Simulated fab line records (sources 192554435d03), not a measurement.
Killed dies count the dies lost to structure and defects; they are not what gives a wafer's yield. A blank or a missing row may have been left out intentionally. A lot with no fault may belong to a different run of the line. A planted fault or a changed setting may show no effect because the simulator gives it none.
Which tool did it? + flow n5-finfet + 30 wafers from 10 lots sampled at 6 of the route's 1938 steps

## WHAT EACH GAUGE READ, for each wafer
N5_FIN_SAQP_THK_MEAS_07. Usual: thk-nm reads 60.3 nm (standard deviation 0.74).
| lot  | measured    | on            | thk-nm (nm)    | flag |
|------|-------------|---------------|----------------|------|
| L282 | day 1 20:41 | film-metro-01 | 60.7 61.4 59.6 |      |
| L283 | day 2 03:24 | film-metro-01 | 59.5 59.3 60.1 |      |
| L285 | day 2 15:15 | film-metro-01 | 58.6 58.6 60.4 |      |
| L286 | day 2 21:17 | film-metro-01 | 60.0 60.8 59.5 |      |
| L287 | day 3 03:08 | film-metro-01 | 60.5 61.4 60.3 |      |
| L289 | day 3 16:31 | film-metro-01 | 60.1 60.4 60.3 |      |
| L291 | day 4 03:11 | film-metro-01 | 59.7 59.6 60.2 |      |
| L293 | day 4 16:37 | film-metro-01 | 59.9 60.6 61.2 |      |
| L300 | day 6 09:57 | film-metro-02 | 59.2 59.3 60.5 |      |
| L305 | day 7 15:54 | film-metro-02 | 60.7 60.8 61.5 |      |

N5_FIN_SAQP_CD_MEAS_16 targets a cd of 35.6 nm. Usual: cd-nm reads 35.6 nm (standard deviation 0.32).
| lot  | measured    | on        | cd-nm (nm)     | flag |
|------|-------------|-----------|----------------|------|
| L282 | day 1 21:03 | cd-sem-02 | 35.3 35.2 35.8 |      |
| L283 | day 2 03:46 | cd-sem-02 | 35.5 35.5 35.6 |      |
| L285 | day 2 15:37 | cd-sem-03 | 34.9 34.6 35.4 |      |
| L286 | day 2 21:46 | cd-sem-03 | 35.2 35.8 35.7 |      |
| L287 | day 3 03:39 | cd-sem-01 | 35.4 35.3 35.3 |      |
| L289 | day 3 17:02 | cd-sem-02 | 35.6 35.7 35.5 |      |
| L291 | day 4 03:40 | cd-sem-01 | 35.7 35.7 41.4 | OFF  |
| L293 | day 4 17:05 | cd-sem-01 | 35.6 35.8 35.7 |      |
| L300 | day 6 10:26 | cd-sem-02 | 34.9 35.6 35.4 |      |
| L305 | day 7 16:25 | cd-sem-01 | 35.6 35.4 35.7 |      |

N5_BEOL_M4_RC_MEAS_101. Usual: DIBL_N 36.4 mV/V, standard deviation 1.5; DIBL_P 36.4 mV/V, standard deviation 1.6; IOFF_N 0.164 nA/um, standard deviation 0.025; IOFF_P 0.214 nA/um, standard deviation 0.028; ION_N 675 uA/um, standard deviation 9.9; ION_P 463 uA/um, standard deviation 6.5; SS_N 71.5 mV/dec, standard deviation 0.5; SS_P 73.3 mV/dec, standard deviation 0.56; VT_N 249.2 mV, standard deviation 2.7; VT_P -250.1 mV, standard deviation 2.8.
| lot  | measured     | on        | DIBL_N (mV/V)  | DIBL_P (mV/V)  | IOFF_N (nA/um)    | IOFF_P (nA/um)    | ION_N (uA/um) | ION_P (uA/um) | SS_N (mV/dec)  | SS_P (mV/dec)  | VT_N (mV)         | VT_P (mV)            | flag |
|------|--------------|-----------|----------------|----------------|-------------------|-------------------|---------------|---------------|----------------|----------------|-------------------|----------------------|------|
| L282 | day 7 20:11  | prober-02 | 36.5 37.0 37.2 | 35.4 36.7 36.3 | 0.134 0.155 0.149 | 0.171 0.186 0.185 | 664 688 660   | 453 458 451   | 71.2 70.7 70.8 | 73.7 73.7 73.2 | 250.4 248.1 251.0 | -256.0 -253.7 -256.5 |      |
| L283 | day 8 09:56  | prober-01 | 37.4 38.5 36.1 | 35.4 37.0 33.7 | 0.145 0.171 0.129 | 0.213 0.250 0.190 | 671 678 659   | 465 470 459   | 70.9 71.7 71.3 | 73.9 74.0 73.2 | 251.9 249.3 254.3 | -249.3 -245.5 -250.1 |      |
| L285 | day 8 15:07  | prober-01 | 36.4 34.1 35.7 | 36.9 34.1 35.4 | 0.153 0.111 0.134 | 0.173 0.145 0.160 | 671 657 656   | 455 440 447   | 71.8 70.8 71.7 | 73.3 72.7 73.6 | 248.6 256.2 252.8 | -253.4 -257.7 -254.4 |      |
| L286 | day 8 21:29  | prober-01 | 35.8 35.2 34.1 | 35.7 34.7 34.3 | 0.163 0.154 0.136 | 0.214 0.195 0.186 | 678 676 664   | 462 460 460   | 70.9 71.1 70.7 | 73.4 73.3 72.3 | 250.3 250.3 253.4 | -252.0 -250.5 -251.6 |      |
| L287 | day 9 03:50  | prober-01 | 36.7 38.0 37.8 | 33.8 35.8 35.7 | 0.152 0.176 0.173 | 0.187 0.214 0.210 | 670 691 678   | 459 470 457   | 71.3 71.4 72.0 | 72.3 74.1 73.6 | 250.7 247.4 246.8 | -252.1 -250.6 -251.4 |      |
| L289 | day 9 22:43  | prober-01 | 38.0 39.0 38.1 | 38.1 39.0 37.9 | 0.188 0.219 0.191 | 0.232 0.242 0.228 | 679 694 688   | 458 469 466   | 71.8 72.1 71.2 | 73.6 73.2 74.3 | 246.1 242.9 244.9 | -248.4 -249.2 -249.0 |      |
| L291 | day 10 00:44 | prober-01 | 38.2 38.7 38.6 | 35.8 36.1 36.6 | 0.172 0.184 0.187 | 0.221 0.239 0.254 | 674 681 675   | 459 470 465   | 72.2 72.0 71.8 | 73.0 73.4 73.6 | 249.4 246.6 245.5 | -249.3 -247.6 -248.3 |      |
| L293 | day 10 18:33 | prober-01 | 35.4 36.5 34.9 | 35.3 37.1 34.9 | 0.159 0.188 0.156 | 0.232 0.260 0.230 | 683 695 667   | 478 477 460   | 72.0 72.6 72.1 | 73.2 73.9 73.2 | 249.1 244.5 248.4 | -247.9 -246.2 -246.7 |      |
| L300 | day 12 12:46 | prober-02 | 36.6 37.7 36.6 | 36.1 37.9 36.4 | 0.169 0.189 0.160 | 0.222 0.250 0.222 | 680 681 669   | 464 469 469   | 72.2 71.9 72.1 | 74.0 73.8 74.0 | 246.4 244.4 248.8 | -247.6 -248.1 -249.1 |      |
| L305 | day 13 15:23 | prober-02 | 37.4 36.6 37.8 | 37.1 36.1 36.8 | 0.184 0.164 0.174 | 0.225 0.212 0.218 | 675 674 678   | 464 457 459   | 71.4 71.6 71.2 | 73.8 73.7 74.1 | 246.9 251.0 249.6 | -250.5 -251.4 -249.9 |      |

## WHAT TOOL EACH LOT RAN ON (gives the tool, then ch and the chambers of the sampled wafers, and finally the start)
| lot  | N5_PMOS_HMC_CHANNEL_EPI_STRIP_33  | N5_FIN_SAQP_DENSIFY_62          | N5_FIN_SAQP_PEB_14               |
|------|-----------------------------------|---------------------------------|----------------------------------|
| L282 | rie-diel-03 ch 1,2,3, day 1 17:08 | rtp-anneal-02 ch 0, day 1 20:10 | litho-track-05 ch 0, day 1 20:59 |
| L283 | rie-diel-06 ch 0,1,2, day 1 23:49 | rtp-anneal-01 ch 0, day 2 02:49 | litho-track-01 ch 0, day 2 03:41 |
| L285 | rie-diel-06 ch 0,2,3, day 2 11:41 | rtp-anneal-02 ch 0, day 2 14:44 | litho-track-05 ch 0, day 2 15:32 |
| L286 | rie-diel-05 ch 1,3, day 2 17:36   | rtp-anneal-02 ch 0, day 2 20:46 | litho-track-05 ch 0, day 2 21:42 |
| L287 | rie-diel-06 ch 0,1, day 2 23:34   | rtp-anneal-01 ch 0, day 3 02:38 | litho-track-02 ch 0, day 3 03:34 |
| L289 | rie-diel-06 ch 1,2, day 3 11:27   | rtp-anneal-02 ch 0, day 3 15:56 | litho-track-02 ch 0, day 3 16:58 |
| L291 | rie-diel-03 ch 1,2, day 3 23:35   | rtp-anneal-01 ch 0, day 4 02:41 | litho-track-05 ch 0, day 4 03:36 |
| L293 | rie-diel-06 ch 0,1,2, day 4 11:53 | rtp-anneal-02 ch 0, day 4 16:06 | litho-track-01 ch 0, day 4 17:01 |
| L300 | rie-diel-06 ch 1,2,3, day 6 06:25 | rtp-anneal-01 ch 0, day 6 09:26 | litho-track-01 ch 0, day 6 10:22 |
| L305 | rie-diel-05 ch 1,2, day 7 11:35   | rtp-anneal-01 ch 0, day 7 15:27 | litho-track-02 ch 0, day 7 16:20 |
- N5_PMOS_HMC_CHANNEL_EPI_STRIP_33: strips in N2/H2.
- N5_FIN_SAQP_DENSIFY_62: time 60 s.
- N5_FIN_SAQP_PEB_14: peb time 60 s.

## AS READ BY THE TOOLS THEMSELVES (means over the sampled wafers that have a number; for cases with no such wafer, the mark the record gives instead)
N5_PMOS_HMC_CHANNEL_EPI_STRIP_33. Usual: drypump-motor-current-A 5.5 A, standard deviation 0.5; oes-product-au 0.79 a.u., standard deviation 0.083; rf-vpp-V 54.4 V, standard deviation 1.8; showerhead-plenum-p-Torr 3.36 Torr, standard deviation 0.1; throttle-valve-pct 18.9 %, standard deviation 0.38.
| lot  | tool        | drypump-motor-current-A (A) | oes-product-au (a.u.) | rf-vpp-V (V) | showerhead-plenum-p-Torr (Torr) | throttle-valve-pct (%) | flag |
|------|-------------|-----------------------------|-----------------------|--------------|---------------------------------|------------------------|------|
| L282 | rie-diel-03 | 5.0                         | 0.79                  | 55.2         | 3.40                            | 18.7                   |      |
| L283 | rie-diel-06 | 5.5                         | 0.85                  | 54.1         | 3.32                            | 19.1                   |      |
| L285 | rie-diel-06 | 6.0                         | 0.75                  | 54.9         | 3.32                            | 19.0                   |      |
| L286 | rie-diel-05 | 5.5                         | 0.76                  | 53.4         | 3.40                            | 18.8                   |      |
| L287 | rie-diel-06 | 5.5                         | 0.86                  | 53.6         | 3.31                            | 19.0                   |      |
| L289 | rie-diel-06 | 5.4                         | 0.88                  | 54.7         | 3.38                            | 19.1                   |      |
| L291 | rie-diel-03 | 4.9                         | 0.71                  | 55.5         | 3.37                            | 18.7                   |      |
| L293 | rie-diel-06 | 5.5                         | 0.84                  | 53.3         | 3.31                            | 19.2                   |      |
| L300 | rie-diel-06 | 5.9                         | 0.87                  | 55.5         | 3.37                            | 19.0                   |      |
| L305 | rie-diel-05 | 5.9                         | 0.69                  | 53.4         | 3.26                            | 19.6                   |      |

N5_FIN_SAQP_DENSIFY_62. Usual: lamp-power-pct 9.85 %, standard deviation 0.056; wafer_temp_C_max 703.2, standard deviation 0.59.
| lot  | tool          | lamp-power-pct (%) | wafer_temp_C_max | flag |
|------|---------------|--------------------|------------------|------|
| L282 | rtp-anneal-02 | 9.81               | 703.3            |      |
| L283 | rtp-anneal-01 | 9.86               | 703.2            |      |
| L285 | rtp-anneal-02 | 9.84               | 703.1            |      |
| L286 | rtp-anneal-02 | 9.82               | 703.3            |      |
| L287 | rtp-anneal-01 | 9.84               | 703.3            |      |
| L289 | rtp-anneal-02 | 9.84               | 703.1            |      |
| L291 | rtp-anneal-01 | 9.86               | 703.4            |      |
| L293 | rtp-anneal-02 | 9.87               | 702.8            |      |
| L300 | rtp-anneal-01 | 9.86               | 703.4            |      |
| L305 | rtp-anneal-01 | 9.84               | 702.8            |      |

## THE ANSWER, worked out from the rows above alone
Rule: take the mean of a lot's wafers that have a number; if it is more than 3 standard deviations from the usual mean, the lot is off. A lot without any number at a reading at which 4 lots or more have one is off too. Where the step has rows for the other lots, those lots are counted as sound. Order of review: gauges by route order, followed by the tools' own readings, for which a lot's mean as printed above is used. The first step at which some lot is off is used, and at that step the reading that is off furthest; a lot without a number counts as furthest.
Off: L291 (N5_FIN_SAQP_CD_MEAS_16, cd-nm).
If a tool, at a process step before that reading, ran all the lots that are off and no sound lot after the first of them, it fits. The gauges at N5_FIN_SAQP_CD_MEAS_16 are tried like those tools. Can't be told from this: 2 tools fit, rie-diel-03 at N5_PMOS_HMC_CHANNEL_EPI_STRIP_33, litho-track-05 at N5_FIN_SAQP_PEB_14.

## WHAT THE SIMULATOR PUT IN
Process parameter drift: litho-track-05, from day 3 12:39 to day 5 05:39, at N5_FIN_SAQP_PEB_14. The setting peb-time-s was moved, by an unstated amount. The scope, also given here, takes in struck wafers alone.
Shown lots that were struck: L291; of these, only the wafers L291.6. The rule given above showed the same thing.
